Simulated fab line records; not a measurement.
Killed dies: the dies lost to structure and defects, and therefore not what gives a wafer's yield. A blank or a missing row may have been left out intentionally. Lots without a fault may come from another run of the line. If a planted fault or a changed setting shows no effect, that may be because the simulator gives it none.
Matching of chambers ; flow nand-harc ; NHARC_A_CONTACT_DEP_24 on pecvd-02 has 3 sister chambers
The step deposits SiO2, target thk 500 nm. 16 wafers are shown with their chamber, then 8 later ones without.

WAFERS WITH THEIR CHAMBER
wafer;chamber;showerhead-vpp-V (V);throttle-valve-pct (%);heater-power-w (W)
L511.2;2;1770;15.2;559
L511.3;1;1867;14.6;355
L511.6;1;1857;14.4;397
L510.3;0;1724;14.9;477
L510.5;1;1884;14.5;342
L510.6;0;1679;15.0;504
L512.1;1;1883;14.3;460
L512.2;2;1715;15.1;629
L512.6;0;1720;14.9;422
L522.1;1;1879;14.6;430
L522.3;0;1735;15.1;488
L522.5;0;1701;15.0;365
L526.1;2;1739;15.2;655
L526.4;1;1861;14.4;459
L526.6;1;1874;14.9;343
L524.1;2;1720;15.3;551

SIGNATURES, as means of the wafers listed above
reading;chamber 0;chamber 1;chamber 2;scatter within a chamber
showerhead-vpp-V;1711.80;1872.14;1736.00;18.6
throttle-valve-pct;14.980;14.529;15.200;0.147
heater-power-w;451.20;398.00;598.50;53.8
Rule: a wafer's distance from a chamber is the root of the sum, over the readings, of the square of ((its reading less the chamber's mean) divided by the reading's scatter). If the next closest chamber is less than 2 further off than the closest, the wafer can't be placed; otherwise it belongs to the closest. The scatter: take each reading less its chamber's mean, square it, sum over the shown wafers, divide by the number of wafers less the number of chambers, and take the root.

WAFERS WHOSE CHAMBER IS MISSING
wafer;showerhead-vpp-V (V);throttle-valve-pct (%);heater-power-w (W)
L524.2;1844;14.7;377
L524.4;1710;15.1;364
L529.2;1698;15.3;644
L529.3;1844;14.8;444
L529.5;1736;15.2;670
L528.3;1708;15.1;410
L528.4;1867;14.6;469
L528.6;1704;15.5;451

WHICH CHAMBER EACH ONE RAN IN
wafer;from the rows above;in truth
L524.2;1;1
L524.4;0;0
L529.2;can't be placed: 2 or 0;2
L529.3;1;1
L529.5;2;2
L528.3;0;0
L528.4;1;1
L528.6;can't be placed: 0 or 2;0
6 of 8 placed correctly. From these rows, 2 cannot be placed; in 2 the true chamber is one of the candidates. Placed wrongly: 0.
